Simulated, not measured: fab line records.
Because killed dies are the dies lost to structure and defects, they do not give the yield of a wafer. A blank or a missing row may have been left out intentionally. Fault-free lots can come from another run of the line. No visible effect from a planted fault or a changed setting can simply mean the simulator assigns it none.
Problem report, 8D (eight disciplines) form, completed by code | flow n5 finfet | the parts of the form that need people (team, actions taken, sign-off) are left out

1. THE PROBLEM
Across 6 wafers from 2 lots, M10_OVL at N5_BEOL_M10_OVL_MEAS_12 averages 4.8 nm, while fault-free wafers read -0.4 nm with a standard deviation of 0.76. That puts it +6.9 standard deviations away from the usual mean.
Seen first at day 13 23:11 on overlay-01, wafer L768.3. At this step, 29 wafers from 11 lots have a number in the record. Rule for "out", or "out of limits": more than 4 standard deviations from the usual mean. Any other wafer with a number is counted as sound.

2. WHAT IT IS, WHAT IT ISN'T
question                    | is                     | is not
which readings at this step | M10_OVL                | -
which lots                  | L768, L770             | L755, L756, L759, L760, L762, L772, L774, L775, L776
which wafers of those lots  | all that have a number | -
read on which gauges        | overlay-01             | overlay-02
when                        | from day 13 23:11      | up to then (13 sound wafers); but 10 sound wafers of L772, L774, L775, L776 came after

3. SUSPECTS, AND WHAT RULES EACH OUT
Counting: a tool stays on the suspect list if, at a process step up to the reading, it processed all lots that are out and no sound lot following the first of them.
- the gauge at N5_BEOL_M10_OVL_MEAS_12: kept. All the wafers that are out were read on overlay-01, and no step on other tools shows them out.
- arfi scanner-01 at N5_BEOL_M10_EXPOSE_08 (exposes mask M10): kept. All lots that are out passed through it, beginning with L768 at day 13 23:02, and no sound lot followed; its final sound lot before that point was L759 at day 10 20:45.
Left after counting: arfi scanner-01 at N5_BEOL_M10_EXPOSE_08, overlay-01 at N5_BEOL_M10_OVL_MEAS_12.

4. THE CAUSE (what the simulator had put in)
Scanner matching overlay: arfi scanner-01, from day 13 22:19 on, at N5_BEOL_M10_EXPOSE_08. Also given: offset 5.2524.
Counting left 2 suspects, and this tool is among them.

5. SEQUENCE OF EFFECTS, ordered by route
Each row: a reading whose mean over the struck wafers that have a number lies more than 3 standard deviations from the usual. Scope: only readings with a usual standard deviation given in the record; hours: median across lots of the time from each lot's start at the first step in this table that gives one to its start at this step; sigmas: change in usual standard deviations.
hours | step                    | reading | usual   | on struck wafers | change | sigmas
0     | N5_BEOL_M10_OVL_MEAS_12 | M10_OVL | -0.4 nm | 4.8              | +5.2   | +6.9

6. WHAT WOULD HAVE CAUGHT IT SOONER
In this record the first reading out of limits at a measuring or inspecting step was taken at day 13 23:11, 1 hour after the fault began at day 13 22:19.
Lots out: 2; of these, L770 started N5_BEOL_M10_EXPOSE_08 on arfi scanner-01 after day 13 23:11. It would have been spared by a hold on the tool at that moment.
